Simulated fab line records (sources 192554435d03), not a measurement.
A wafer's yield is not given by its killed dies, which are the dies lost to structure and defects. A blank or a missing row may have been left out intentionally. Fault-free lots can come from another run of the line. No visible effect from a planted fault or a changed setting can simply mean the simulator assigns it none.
Chamber matching | flow n5 finfet | N5_BEOL_M8_ILD_DEP_00 on pecvd-04 has 3 sister chambers
The step deposits SiCOH lowk from DEMS/porogen, target thk 179.75 nm, time 33.4 s. 6 wafers are shown with their chamber, then 7 later ones without.

## WAFERS WITH THEIR CHAMBER
wafer  | chamber | heater power w (W) | throttle valve pct (%)
L078.6 | 1       | 294                | 14.0
L084.5 | 1       | 326                | 14.0
L083.3 | 0       | 213                | 14.0
L083.5 | 2       | 318                | 13.6
L092.1 | 2       | 297                | 14.0
L092.2 | 0       | 226                | 13.9

## WAFERS WHOSE CHAMBER IS MISSING
wafer  | heater power w (W) | throttle valve pct (%)
L092.3 | 298                | 14.1
L094.2 | 234                | 14.0
L094.3 | 310                | 13.9
L094.4 | 233                | 14.0
L090.1 | 283                | 14.2
L090.4 | 300                | 14.0
L090.6 | 310                | 14.1

## WHICH CHAMBER EACH WENT THROUGH
wafer  | from the rows above     | in truth
L092.3 | can't be placed: 1 or 2 | 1
L094.2 | 0                       | 0
L094.3 | can't be placed: 1 or 2 | 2
L094.4 | 0                       | 0
L090.1 | can't be placed: 1 or 2 | 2
L090.4 | can't be placed: 1 or 2 | 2
L090.6 | can't be placed: 1 or 2 | 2
2 of 7 placed correctly. Can't be placed from these rows: 5 (the true chamber is among the candidates in 5). Number placed wrongly: 0.
How it was worked out, from the rows above alone: a wafer's distance from a chamber is the root of the sum, over the readings, of the square of ((its reading less the chamber's mean) divided by the reading's scatter). The wafer belongs to the nearest chamber; if the next one is less than 2 further off, it can't be placed. Each chamber's mean is taken over the wafers shown for it. The scatter is the square root of a quotient: the sum, over the shown wafers, of each reading's squared deviation from its chamber's mean, divided by wafers minus chambers.
